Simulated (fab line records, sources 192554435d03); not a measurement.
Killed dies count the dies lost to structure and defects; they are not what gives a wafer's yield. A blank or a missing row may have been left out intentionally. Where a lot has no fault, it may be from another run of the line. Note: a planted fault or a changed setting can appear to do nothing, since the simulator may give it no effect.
The tool behind it: which one? / flow n5Finfet / 22 lots with 66 wafers sampled at 3 steps, on a route of 1938 steps

## WHAT EACH GAUGE READ, for each wafer
N5_HKMG_FIN_INSPECT_61: inspects for defects (macro). Usual: rawDefectCount at 2.0, with a standard deviation of 1.3.
lot=L074; measured=day 4 00:08; on=defectInspect-02; rawDefectCount=2 1 2; flag=
lot=L075; measured=day 4 06:40; on=defectInspect-02; rawDefectCount=1 0 2; flag=
lot=L076; measured=day 4 12:41; on=defectInspect-02; rawDefectCount=0 1 2; flag=
lot=L077; measured=day 4 16:55; on=defectInspect-01; rawDefectCount=2 1 3; flag=
lot=L078; measured=day 4 23:18; on=defectInspect-01; rawDefectCount=2 2 4; flag=
lot=L080; measured=day 5 16:51; on=defectInspect-02; rawDefectCount=2 3 0; flag=
lot=L081; measured=day 5 19:06; on=defectInspect-02; rawDefectCount=2 2 0; flag=
lot=L082; measured=day 6 00:45; on=defectInspect-01; rawDefectCount=2 6 0; flag=
lot=L083; measured=day 6 09:41; on=defectInspect-01; rawDefectCount=3 2 2; flag=
lot=L084; measured=day 6 16:26; on=defectInspect-01; rawDefectCount=1 1 1; flag=
lot=L086; measured=day 7 02:56; on=defectInspect-02; rawDefectCount=1 4 2; flag=
lot=L087; measured=day 7 13:05; on=defectInspect-01; rawDefectCount=2 1 1; flag=
lot=L088; measured=day 7 15:04; on=defectInspect-02; rawDefectCount=4 0 2; flag=
lot=L089; measured=day 7 20:02; on=defectInspect-02; rawDefectCount=4 2 3; flag=
lot=L090; measured=day 8 06:58; on=defectInspect-01; rawDefectCount=4 3 1; flag=
lot=L091; measured=day 8 08:12; on=defectInspect-01; rawDefectCount=2 4 3; flag=
lot=L092; measured=day 8 18:39; on=defectInspect-02; rawDefectCount=1 1 3; flag=
lot=L093; measured=day 8 22:37; on=defectInspect-01; rawDefectCount=2 2 1; flag=
lot=L094; measured=day 9 02:42; on=defectInspect-02; rawDefectCount=3 1 2; flag=
lot=L095; measured=day 9 08:34; on=defectInspect-01; rawDefectCount=1 2 1; flag=
lot=L096; measured=day 9 13:04; on=defectInspect-02; rawDefectCount=1 2 1; flag=
lot=L097; measured=day 9 20:41; on=defectInspect-01; rawDefectCount=2 2 1; flag=

## WHAT TOOL EACH LOT RAN ON (gives the tool, then ch and the chambers of the sampled wafers, and finally the start)
lot=L074; N5_SDB_STRIP_21=rieDiel-02 ch 1,3, day 3 18:14; N5_SDB_ALD_29=aldSin-04 ch 0,2,3, day 3 19:29
lot=L075; N5_SDB_STRIP_21=rieDiel-06 ch 1,2, day 4 00:08; N5_SDB_ALD_29=aldSin-02 ch 0,1,3, day 4 01:52
lot=L076; N5_SDB_STRIP_21=rieDiel-06 ch 1,2, day 4 07:28; N5_SDB_ALD_29=aldSin-01 ch 1,2,3, day 4 08:02
lot=L077; N5_SDB_STRIP_21=rieDiel-01 ch 0,1, day 4 11:30; N5_SDB_ALD_29=aldSin-02 ch 0,1,2, day 4 12:05
lot=L078; N5_SDB_STRIP_21=rieDiel-02 ch 1,2, day 4 17:19; N5_SDB_ALD_29=aldSin-01 ch 0,3, day 4 18:37
lot=L080; N5_SDB_STRIP_21=rieDiel-06 ch 0,1,2, day 5 10:31; N5_SDB_ALD_29=aldSin-04 ch 1,3, day 5 12:20
lot=L081; N5_SDB_STRIP_21=rieDiel-06 ch 0,1,3, day 5 13:44; N5_SDB_ALD_29=aldSin-01 ch 0,1,3, day 5 14:25
lot=L082; N5_SDB_STRIP_21=rieDiel-01 ch 0,1,2, day 5 18:28; N5_SDB_ALD_29=aldSin-04 ch 1,2,3, day 5 19:58
lot=L083; N5_SDB_STRIP_21=rieDiel-06 ch 0,1, day 6 02:18; N5_SDB_ALD_29=aldSin-02 ch 2,3, day 6 04:50
lot=L084; N5_SDB_STRIP_21=rieDiel-06 ch 0,2, day 6 10:57; N5_SDB_ALD_29=aldSin-04 ch 1,2,3, day 6 11:32
lot=L086; N5_SDB_STRIP_21=rieDiel-02 ch 0,1, day 6 21:42; N5_SDB_ALD_29=aldSin-01 ch 0,2,3, day 6 22:17
lot=L087; N5_SDB_STRIP_21=rieDiel-02 ch 0,1, day 7 07:40; N5_SDB_ALD_29=aldSin-04 ch 1,3, day 7 08:20
lot=L088; N5_SDB_STRIP_21=rieDiel-02 ch 0, day 7 08:35; N5_SDB_ALD_29=aldSin-01 ch 2,3, day 7 10:19
lot=L089; N5_SDB_STRIP_21=rieDiel-02 ch 0,2, day 7 14:47; N5_SDB_ALD_29=aldSin-02 ch 0,2,3, day 7 15:22
lot=L090; N5_SDB_STRIP_21=rieDiel-01 ch 1,3, day 8 01:13; N5_SDB_ALD_29=aldSin-04 ch 0,1,2, day 8 02:27
lot=L091; N5_SDB_STRIP_21=rieDiel-06 ch 0,1,3, day 8 02:58; N5_SDB_ALD_29=aldSin-02 ch 0,1, day 8 03:34
lot=L092; N5_SDB_STRIP_21=rieDiel-06 ch 1,2,3, day 8 12:37; N5_SDB_ALD_29=aldSin-04 ch 0,1,3, day 8 14:08
lot=L093; N5_SDB_STRIP_21=rieDiel-06 ch 1,2,3, day 8 15:53; N5_SDB_ALD_29=aldSin-02 ch 1,2,3, day 8 17:58
lot=L094; N5_SDB_STRIP_21=rieDiel-01 ch 1,2, day 8 20:01; N5_SDB_ALD_29=aldSin-04 ch 0,1,3, day 8 22:04
lot=L095; N5_SDB_STRIP_21=rieDiel-01 ch 0,1,3, day 9 03:17; N5_SDB_ALD_29=aldSin-04 ch 0,1,3, day 9 03:52
lot=L096; N5_SDB_STRIP_21=rieDiel-01 ch 0,1,2, day 9 07:22; N5_SDB_ALD_29=aldSin-01 ch 1,3, day 9 08:05
lot=L097; N5_SDB_STRIP_21=rieDiel-01 ch 1,2,3, day 9 14:52; N5_SDB_ALD_29=aldSin-04 ch 0,3, day 9 15:58
- N5_SDB_STRIP_21: strips in CF4.
- N5_SDB_ALD_29: deposits SiNx, target thk 30 nm, pulse time 1 s, ald cycles 600.

## AS READ BY THE TOOLS THEMSELVES (means over the sampled wafers that have a number; for cases with no such wafer, the mark the record gives instead)
N5_SDB_STRIP_21. Usual: drypumpMotorCurrentA 5.6 A, standard deviation 0.52; oesProductAu 0.79 a.u., standard deviation 0.099; rfVppV 270.4 V, standard deviation 1.4; showerheadPlenumPTorr 1.77 Torr, standard deviation 0.05; throttleValvePct 13.58 %, standard deviation 0.24.
lot=L074; tool=rieDiel-02; drypumpMotorCurrentA (A)=6.1; oesProductAu (a.u.)=0.70; rfVppV (V)=269.0; showerheadPlenumPTorr (Torr)=1.72; throttleValvePct (%)=13.55; flag=
lot=L075; tool=rieDiel-06; drypumpMotorCurrentA (A)=5.3; oesProductAu (a.u.)=0.89; rfVppV (V)=270.5; showerheadPlenumPTorr (Torr)=1.83; throttleValvePct (%)=13.54; flag=
lot=L076; tool=rieDiel-06; drypumpMotorCurrentA (A)=5.3; oesProductAu (a.u.)=0.88; rfVppV (V)=271.1; showerheadPlenumPTorr (Torr)=1.83; throttleValvePct (%)=13.54; flag=
lot=L077; tool=rieDiel-01; drypumpMotorCurrentA (A)=6.5; oesProductAu (a.u.)=0.74; rfVppV (V)=270.7; showerheadPlenumPTorr (Torr)=1.78; throttleValvePct (%)=13.81; flag=
lot=L078; tool=rieDiel-02; drypumpMotorCurrentA (A)=5.4; oesProductAu (a.u.)=0.68; rfVppV (V)=269.0; showerheadPlenumPTorr (Torr)=1.70; throttleValvePct (%)=13.83; flag=
lot=L080; tool=rieDiel-06; drypumpMotorCurrentA (A)=5.3; oesProductAu (a.u.)=0.80; rfVppV (V)=269.8; showerheadPlenumPTorr (Torr)=1.78; throttleValvePct (%)=13.60; flag=
lot=L081; tool=rieDiel-06; drypumpMotorCurrentA (A)=5.2; oesProductAu (a.u.)=0.73; rfVppV (V)=270.0; showerheadPlenumPTorr (Torr)=1.76; throttleValvePct (%)=13.59; flag=
lot=L082; tool=rieDiel-01; drypumpMotorCurrentA (A)=5.9; oesProductAu (a.u.)=0.73; rfVppV (V)=271.3; showerheadPlenumPTorr (Torr)=1.79; throttleValvePct (%)=13.70; flag=
lot=L083; tool=rieDiel-06; drypumpMotorCurrentA (A)=5.1; oesProductAu (a.u.)=0.77; rfVppV (V)=270.7; showerheadPlenumPTorr (Torr)=1.77; throttleValvePct (%)=13.50; flag=
lot=L084; tool=rieDiel-06; drypumpMotorCurrentA (A)=5.5; oesProductAu (a.u.)=0.80; rfVppV (V)=270.6; showerheadPlenumPTorr (Torr)=1.78; throttleValvePct (%)=13.78; flag=
lot=L086; tool=rieDiel-02; drypumpMotorCurrentA (A)=5.4; oesProductAu (a.u.)=0.70; rfVppV (V)=268.2; showerheadPlenumPTorr (Torr)=1.71; throttleValvePct (%)=13.72; flag=
lot=L087; tool=rieDiel-02; drypumpMotorCurrentA (A)=5.4; oesProductAu (a.u.)=0.70; rfVppV (V)=268.5; showerheadPlenumPTorr (Torr)=1.71; throttleValvePct (%)=13.74; flag=
lot=L088; tool=rieDiel-02; drypumpMotorCurrentA (A)=5.6; oesProductAu (a.u.)=0.73; rfVppV (V)=268.6; showerheadPlenumPTorr (Torr)=1.72; throttleValvePct (%)=13.70; flag=
lot=L089; tool=rieDiel-02; drypumpMotorCurrentA (A)=5.5; oesProductAu (a.u.)=0.81; rfVppV (V)=271.5; showerheadPlenumPTorr (Torr)=1.78; throttleValvePct (%)=13.58; flag=
lot=L090; tool=rieDiel-01; drypumpMotorCurrentA (A)=6.3; oesProductAu (a.u.)=0.92; rfVppV (V)=270.3; showerheadPlenumPTorr (Torr)=1.77; throttleValvePct (%)=13.51; flag=
lot=L091; tool=rieDiel-06; drypumpMotorCurrentA (A)=5.2; oesProductAu (a.u.)=0.89; rfVppV (V)=271.8; showerheadPlenumPTorr (Torr)=1.83; throttleValvePct (%)=13.26; flag=
lot=L092; tool=rieDiel-06; drypumpMotorCurrentA (A)=5.2; oesProductAu (a.u.)=0.85; rfVppV (V)=271.6; showerheadPlenumPTorr (Torr)=1.80; throttleValvePct (%)=13.43; flag=
lot=L093; tool=rieDiel-06; drypumpMotorCurrentA (A)=5.2; oesProductAu (a.u.)=0.84; rfVppV (V)=270.8; showerheadPlenumPTorr (Torr)=1.80; throttleValvePct (%)=13.42; flag=
lot=L094; tool=rieDiel-01; drypumpMotorCurrentA (A)=5.6; oesProductAu (a.u.)=0.96; rfVppV (V)=269.4; showerheadPlenumPTorr (Torr)=1.77; throttleValvePct (%)=13.20; flag=
lot=L095; tool=rieDiel-01; drypumpMotorCurrentA (A)=6.3; oesProductAu (a.u.)=0.86; rfVppV (V)=270.2; showerheadPlenumPTorr (Torr)=1.78; throttleValvePct (%)=13.53; flag=
lot=L096; tool=rieDiel-01; drypumpMotorCurrentA (A)=5.9; oesProductAu (a.u.)=0.88; rfVppV (V)=271.2; showerheadPlenumPTorr (Torr)=1.78; throttleValvePct (%)=13.38; flag=
lot=L097; tool=rieDiel-01; drypumpMotorCurrentA (A)=6.0; oesProductAu (a.u.)=0.92; rfVppV (V)=271.0; showerheadPlenumPTorr (Torr)=1.77; throttleValvePct (%)=13.38; flag=

N5_SDB_ALD_29. Usual: heaterPowerW 824 W, standard deviation 48; precursorPulseHeightRel 1.000, standard deviation 0.022.
lot=L074; tool=aldSin-04; heaterPowerW (W)=809; precursorPulseHeightRel=0.995; flag=
lot=L075; tool=aldSin-02; heaterPowerW (W)=866; precursorPulseHeightRel=0.979; flag=
lot=L076; tool=aldSin-01; heaterPowerW (W)=820; precursorPulseHeightRel=1.009; flag=
lot=L077; tool=aldSin-02; heaterPowerW (W)=839; precursorPulseHeightRel=1.027; flag=
lot=L078; tool=aldSin-01; heaterPowerW (W)=821; precursorPulseHeightRel=1.002; flag=
lot=L080; tool=aldSin-04; heaterPowerW (W)=818; precursorPulseHeightRel=1.006; flag=
lot=L081; tool=aldSin-01; heaterPowerW (W)=786; precursorPulseHeightRel=1.002; flag=
lot=L082; tool=aldSin-04; heaterPowerW (W)=814; precursorPulseHeightRel=0.989; flag=
lot=L083; tool=aldSin-02; heaterPowerW (W)=799; precursorPulseHeightRel=0.971; flag=
lot=L084; tool=aldSin-04; heaterPowerW (W)=834; precursorPulseHeightRel=0.997; flag=
lot=L086; tool=aldSin-01; heaterPowerW (W)=854; precursorPulseHeightRel=0.992; flag=
lot=L087; tool=aldSin-04; heaterPowerW (W)=812; precursorPulseHeightRel=1.000; flag=
lot=L088; tool=aldSin-01; heaterPowerW (W)=870; precursorPulseHeightRel=0.992; flag=
lot=L089; tool=aldSin-02; heaterPowerW (W)=841; precursorPulseHeightRel=1.004; flag=
lot=L090; tool=aldSin-04; heaterPowerW (W)=819; precursorPulseHeightRel=1.005; flag=
lot=L091; tool=aldSin-02; heaterPowerW (W)=858; precursorPulseHeightRel=0.996; flag=
lot=L092; tool=aldSin-04; heaterPowerW (W)=805; precursorPulseHeightRel=0.990; flag=
lot=L093; tool=aldSin-02; heaterPowerW (W)=802; precursorPulseHeightRel=0.985; flag=
lot=L094; tool=aldSin-04; heaterPowerW (W)=832; precursorPulseHeightRel=0.999; flag=
lot=L095; tool=aldSin-04; heaterPowerW (W)=818; precursorPulseHeightRel=0.997; flag=
lot=L096; tool=aldSin-01; heaterPowerW (W)=779; precursorPulseHeightRel=0.989; flag=
lot=L097; tool=aldSin-04; heaterPowerW (W)=815; precursorPulseHeightRel=1.011; flag=

## THE ANSWER, worked out from the rows above alone
Rule: a lot is off if the mean of its wafers that have a number lies more than 3 standard deviations from the usual mean. A lot without any number at a reading at which 4 lots or more have one is off too. All remaining lots with rows at the step are treated as sound. First the gauges in route order, then the tools' own readings, where a lot's mean is used as printed above. The first step at which some lot is off is used, and at that step the reading that is off furthest; a lot without a number counts as furthest.
No lot is off at any reading shown: from this, nothing can be told.

## WHAT THE SIMULATOR PUT IN
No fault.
